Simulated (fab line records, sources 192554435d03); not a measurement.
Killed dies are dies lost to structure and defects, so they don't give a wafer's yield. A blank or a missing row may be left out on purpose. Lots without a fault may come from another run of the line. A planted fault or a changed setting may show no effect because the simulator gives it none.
Chamber matching | flow n5_finfet | N5_BEOL_M11_PECVD_70 on pecvd-01: 3 sister chambers
The step deposits SiO2 from TEOS/O2, target thk 20 nm, time 22.7 s. 3 wafers are shown with their chamber, then 7 later ones without.

WAFERS WITH THEIR CHAMBER
wafer  | chamber | throttle_valve_pct (%)
L081.6 | 0       | 25.1
L085.3 | 2       | 20.5
L087.4 | 1       | 24.5

WAFERS WITHOUT THEIR CHAMBER
wafer  | throttle_valve_pct (%)
L087.5 | 25.1
L091.1 | 24.4
L091.5 | 24.9
L091.6 | 20.6
L095.1 | 24.9
L095.4 | 20.1
L095.5 | 24.5

WHICH CHAMBER EACH WENT THROUGH
wafer  | from the rows above     | in truth
L087.5 | 0                       | 0
L091.1 | 1                       | 1
L091.5 | can't be placed: 0 or 1 | 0
L091.6 | 2                       | 2
L095.1 | can't be placed: 0 or 1 | 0
L095.4 | 2                       | 2
L095.5 | 1                       | 1
Placed correctly: 5 of 7. Can't be placed from these rows: 2 (the true chamber is among the candidates in 2). Placed wrongly: 0.
How it was worked out, from the rows above alone: a wafer's distance from a chamber is the root of the sum, over the readings, of the square of ((its reading less the chamber's mean) divided by the reading's scatter). The wafer belongs to the nearest chamber; if the next one is less than 2 further off, it can't be placed. A chamber's mean is the mean of its shown wafers. The scatter: with one shown wafer a chamber, the root of the mean of the squares of how far each hidden wafer lies from its nearest shown one.
